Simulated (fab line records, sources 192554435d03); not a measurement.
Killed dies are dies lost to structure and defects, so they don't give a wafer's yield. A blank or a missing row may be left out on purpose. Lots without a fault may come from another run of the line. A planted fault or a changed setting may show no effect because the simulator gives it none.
Which tool did it? | flow n5_finfet | 11 lots, 33 wafers sampled, at 1 step of a route of 1938

WHAT THE GAUGES READ, wafer by wafer
N5_BEOL_M12_THK_MEAS_01.
lot  | measured     | on            | M12_ILD_THK (nm)
L612 | day 10 19:22 | film_metro-02 | 660 653 669
L613 | day 10 21:39 | film_metro-02 | 660 666 663
L614 | day 11 11:14 | film_metro-02 | 641 652 662
L617 | day 11 19:47 | film_metro-02 | 663 654 657
L620 | day 13 05:16 | film_metro-02 | 660 674 662
L623 | day 13 22:53 | film_metro-02 | 653 638 651
L627 | day 14 08:23 | film_metro-02 | 639 652 662
L626 | day 14 12:07 | film_metro-02 | 645 645 667
L625 | day 14 15:13 | film_metro-01 | 654 669 669
L628 | day 15 04:55 | film_metro-02 | 648 661 664
L629 | day 17 04:23 | film_metro-01 | 661 678 666

WHICH TOOL RAN EACH LOT (tool, then ch and the chambers of the sampled wafers, then the start)
The record holds no process step before these readings.

THE ANSWER, worked out from the rows above alone
Rule: what is usual is taken from the lots themselves. Put in order of their means at a reading, lots are off if they are a third of the lots or fewer, leave a main group of 4 or more, and stand apart from it by a gap of 3 or more times the standard deviation of the main group's means; of several such gaps the widest counts. A main group whose means are all the same, to the digits that the tables above print for the reading, isn't used. A lot without any number at a reading at which 4 lots or more have one is off too. The other lots that the step has rows for count as sound.
No lot is off at any reading shown: from this, nothing can be told.

WHAT THE SIMULATOR HAD PUT IN
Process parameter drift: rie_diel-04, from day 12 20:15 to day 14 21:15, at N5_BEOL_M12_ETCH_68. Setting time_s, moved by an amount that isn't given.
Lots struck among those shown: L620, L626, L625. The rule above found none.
